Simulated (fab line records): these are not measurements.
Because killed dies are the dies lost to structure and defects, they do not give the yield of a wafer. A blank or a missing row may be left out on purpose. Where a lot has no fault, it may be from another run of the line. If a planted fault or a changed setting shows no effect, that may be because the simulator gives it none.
Chamber matching ; flow nand-harc ; 3 sister chambers for NHARC_P_ZERO_WELL_PECVD_02 on pecvd-04
The step deposits SiO2, target thk 10 nm. 14 wafers are shown with their chamber, then 7 later ones without.

WAFERS WITH THEIR CHAMBER
wafer;chamber;chamber-pressure-Torr (Torr)
L960.1;0;6.490
L960.2;1;6.492
L960.3;2;6.506
L965.2;2;6.516
L965.5;0;6.487
L965.6;1;6.514
L966.1;2;6.513
L966.2;0;6.507
L966.4;0;6.484
L967.3;2;6.504
L967.5;0;6.499
L967.6;1;6.481
L974.3;2;6.497
L974.5;1;6.536

SIGNATURES (means of the wafers above)
reading;chamber 0;chamber 1;chamber 2;scatter within a chamber
chamber-pressure-Torr;6.49340;6.50575;6.50720;0.0147
Rule: a wafer's distance from a chamber is the root of the sum, over the readings, of the square of ((its reading less the chamber's mean) divided by the reading's scatter). The wafer belongs to the nearest chamber; if the next one is less than 2 further off, it can't be placed. The scatter: the root of (the sum of the squares of (reading less its chamber's mean) over the shown wafers, divided by (wafers less chambers)).

WAFERS WHOSE CHAMBER IS MISSING
wafer;chamber-pressure-Torr (Torr)
L974.6;6.501
L978.1;6.493
L978.2;6.484
L978.4;6.501
L982.1;6.491
L982.5;6.489
L982.6;6.507

WHICH CHAMBER EACH WENT THROUGH
wafer;from the rows above;in truth
L974.6;can't be placed: 1 or 2 or 0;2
L978.1;can't be placed: 0 or 1 or 2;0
L978.2;can't be placed: 0 or 1 or 2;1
L978.4;can't be placed: 1 or 2 or 0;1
L982.1;can't be placed: 0 or 1 or 2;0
L982.5;can't be placed: 0 or 1 or 2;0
L982.6;can't be placed: 2 or 1 or 0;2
Placed correctly: 0 of 7. Unplaceable from these rows: 7, with the true chamber sitting among the candidates in 7. Placed wrongly: 0.
